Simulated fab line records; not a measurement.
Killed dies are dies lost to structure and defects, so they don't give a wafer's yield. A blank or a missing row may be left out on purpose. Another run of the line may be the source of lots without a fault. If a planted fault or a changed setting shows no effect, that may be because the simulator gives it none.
One fault seen from 2 desks + flow nandHarc + numbers are kept per desk, each desk with only its own; the story behind them comes last

== THE METROLOGY DESK ==
What the gauges read, lot by lot, whatever tool the lot ran on: means of the sampled wafers that have a number. If a lot's mean is further than 4 standard deviations from the usual mean, the lot is out of limits and carries the mark OUT (the distance appears in the brackets).
Columns: A = cdNm at NHARC_THIN_TSV_CD_MEAS_16, usual 999.8 nm; B = cdNm at NHARC_THIN_TSV_CD_MEAS_33, usual 5000.2 nm; C = cdNm at NHARC_THIN_TSV_CD_MEAS_37, usual 4999.8 nm
| lot  | first seen here | A      | B      | C      |
|------|-----------------|--------|--------|--------|
| L397 | day 25 02:26    | 1001.4 | 5001.2 | 5002.4 |
| L408 | day 31 04:28    | 1001.4 | 5000.2 | 5001.1 |
| L410 | day 31 07:46    | 999.3  | 4998.9 | 4997.6 |
| L411 | day 32 03:23    | 998.2  | 5000.0 | 4997.1 |
| L414 | day 32 18:25    | 999.6  | 5000.2 | 5000.3 |
| L415 | day 33 12:11    | 1000.3 | 5001.3 | 5001.6 |
Finding of this desk: none of the 6 lots has anything out of limits.

== AT THE TOOL OWNER'S DESK: pvdSputter-02 ==
The tool's own readings at NHARC_THIN_TSV_PVD_51 (deposits Cu, target thk 100 nm): means of the sampled wafers that have a number, for each lot that ran on this tool. If a lot's mean is further than 4 standard deviations from the usual mean, the lot is out of limits and carries the mark OUT (the distance appears in the brackets).
Columns: A = throttleValvePct at NHARC_THIN_TSV_PVD_51, usual 30.0 %
| lot  | first seen here | A    |
|------|-----------------|------|
| L408 | day 31 06:47    | 30.7 |
| L410 | day 31 10:13    | 31.7 |
| L415 | day 33 14:17    | 31.4 |
Finding of this desk: none of the 3 lots has anything out of limits.

== ALL TOGETHER ==
The metrology desk saw nothing out of limits.
The desk of the tool owner found nothing out of limits.

== WHAT THE SIMULATOR PUT IN ==
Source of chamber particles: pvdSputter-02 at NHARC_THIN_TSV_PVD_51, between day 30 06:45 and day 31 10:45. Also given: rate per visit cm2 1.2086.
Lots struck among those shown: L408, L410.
